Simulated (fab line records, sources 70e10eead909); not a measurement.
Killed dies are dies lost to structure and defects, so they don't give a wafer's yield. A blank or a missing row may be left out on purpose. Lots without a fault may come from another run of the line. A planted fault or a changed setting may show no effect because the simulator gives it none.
A struck lot beside a sound one | flow nand_harc | 14 steps out of a route of 1302
Sound: wafers L921.2, L921.3, L921.6. Struck: wafer L934.3. (L934.5 of the same lot was not struck and is left out.) The cause comes at the end.
At each step with rows: each side's tool, then ch and its chambers, then its first start. Under that, the readings that differ: sound wafers | struck wafers | difference of the means | sigmas: that difference in standard deviations of wafers without a fault.
alike: readings whose means differ by less than 2 such deviations, and words and numbers that are the same on both sides. not compared: withheld readings, readings that some wafer has no value for, bounds like >300 that may hide the same value, and numbers for which the record gives no deviation and whose values overlap.
The two part at a step that has a row with sigmas, a row that says differs or no value, or rows on one side only. Numbers that don't overlap but have no deviation are shown without sigmas and don't part them. A reading that every wafer of one side lacks parts them only if that side has two wafers or more.

NHARC_A_DECK1_JOINT_CMP_02: polishes SiOx.
  sound on cmp-02 ch 0,2, day 15 13:47; struck on cmp-02 ch 0, day 20 22:03
  alike: motor_current_A
then, 1 step without rows for these wafers: NHARC_A_DECK1_JOINT_SRD_15.
NHARC_A_DECK1_JOINT_DEP_16: deposits SiO2, target thk 45 nm.
  sound on pecvd-01 ch 0,2, day 15 14:09; struck on pecvd-02 ch 0, day 20 22:22
  reading            | sound       | struck | difference | sigmas
  heater_power_w (W) | 754 591 730 | 428    | -264       | -4
  alike: chamber_pressure_Torr, showerhead_vpp_V, throttle_valve_pct
NHARC_A_DECK1_JOINT_THK_MEAS_17: measures by ellipsometry.
  sound on film_metro-02, day 15 14:26; struck on film_metro-01, day 20 22:39
  alike: thk_nm
NHARC_A_DECK1_JOINT_INSPECT_05:
  sound on defect_inspect-01, day 15 14:28; struck on defect_inspect-02, day 20 22:41
  alike: raw_defect_count
then, 1 step without rows for these wafers: NHARC_A_ONON_D2_DEP_00 (target thk 1000 nm).
NHARC_A_ONON_D2_THK_MEAS_02: measures by ellipsometry.
  sound on film_metro-02, day 15 15:02; struck on film_metro-02, day 20 23:16
  reading     | sound          | struck | difference | sigmas
  thk_nm (nm) | 1000 1001 1002 | 972    | -29        | -2
then, 1 step without rows for these wafers: NHARC_A_ONON_D2_DEP_03 (target thk 1000 nm).
NHARC_A_ONON_D2_THK_MEAS_05: measures by ellipsometry.
  sound on film_metro-01, day 15 15:37; struck on film_metro-02, day 20 23:50
  alike: thk_nm
then, 1 step without rows for these wafers: NHARC_A_ONON_D2_DEP_06 (target thk 1000 nm).
NHARC_A_ONON_D2_THK_MEAS_08: measures by ellipsometry.
  sound on film_metro-02, day 15 16:11; struck on film_metro-01, day 21 00:24
  alike: thk_nm
NHARC_A_ONON_D2_DEP_09: target thk 1000 nm.
  sound on pecvd_onon-01 ch 0, day 15 16:17; struck on pecvd_onon-02 ch 0, day 21 00:34
NHARC_A_ONON_D2_THK_MEAS_11: measures by ellipsometry.
  sound on film_metro-02, day 15 16:44; struck on film_metro-02, day 21 00:58
  reading     | sound          | struck | difference | sigmas
  thk_nm (nm) | 1010 1011 1011 | 707    | -304       | -34
then, 1 step without rows for these wafers: NHARC_A_ONON_D2_DEP_12 (target thk 1000 nm).

WHERE THEY PART
First at NHARC_A_DECK1_JOINT_DEP_16; last, within this record, at NHARC_A_ONON_D2_THK_MEAS_11.

WHY: what the simulator had put in
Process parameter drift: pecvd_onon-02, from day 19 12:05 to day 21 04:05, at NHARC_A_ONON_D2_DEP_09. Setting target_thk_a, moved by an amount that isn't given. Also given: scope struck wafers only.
